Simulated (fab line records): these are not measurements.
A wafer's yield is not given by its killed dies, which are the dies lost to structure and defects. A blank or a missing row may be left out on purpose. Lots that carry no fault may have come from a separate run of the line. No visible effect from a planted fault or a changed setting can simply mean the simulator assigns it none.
Which of the tools did it? ; flow n5-finfet ; route of 1938 steps, sampled at 1 step: 10 lots, 30 wafers

## WHAT EACH GAUGE READ, for each wafer
N5_BEOL_M11_CD_MEAS_35: the cd target is 70 nm.
lot;measured;on;cd-nm (nm)
L801;day 14 14:14;cd-sem-01;68.7 68.8 70.5
L809;day 16 05:38;cd-sem-03;70.2 69.2 69.1
L808;day 16 07:05;cd-sem-03;70.4 70.0 70.6
L811;day 16 14:35;cd-sem-03;70.0 70.3 71.3
L798;day 16 14:47;cd-sem-02;69.6 70.3 70.9
L812;day 17 00:16;cd-sem-03;68.8 69.2 68.9
L813;day 17 16:23;cd-sem-02;70.2 70.6 70.1
L815;day 18 02:53;cd-sem-02;70.3 70.6 70.7
L818;day 18 03:03;cd-sem-03;69.6 69.6 69.9
L816;day 18 03:54;cd-sem-03;68.4 68.6 68.8

## TOOL THAT RAN EACH LOT (tool first, then ch and the chambers of the sampled wafers, then the start)
The record holds no process step before these readings.

## WHAT THE TOOLS THEMSELVES READ (means of the sampled wafers that have a number; where no wafer has one, the mark that the record gives instead)
The record holds no such reading with a usual standard deviation.

## THE ANSWER, worked out from the rows above alone
Rule: the usual values come from the lots themselves. The widest of any qualifying gaps counts: lots, ordered by their means at a reading, are off when they make up no more than a third of the lots, leave a main group of 4 or more, and stand apart from it by 3 or more times the standard deviation of that group's means. The tables above print the reading to a certain number of digits; a main group whose means all agree to those digits is not used. A lot without any number at a reading at which 4 lots or more have one is off too. All remaining lots with rows at the step are treated as sound. First the gauges in route order, then the tools' own readings, where a lot's mean is used as printed above. The first step at which some lot is off is used, and at that step the reading that is off furthest; a lot without a number counts as furthest.
No lot is off on any of the readings shown, so nothing can be concluded from this.

## WHAT HAD BEEN PUT IN BY THE SIMULATOR
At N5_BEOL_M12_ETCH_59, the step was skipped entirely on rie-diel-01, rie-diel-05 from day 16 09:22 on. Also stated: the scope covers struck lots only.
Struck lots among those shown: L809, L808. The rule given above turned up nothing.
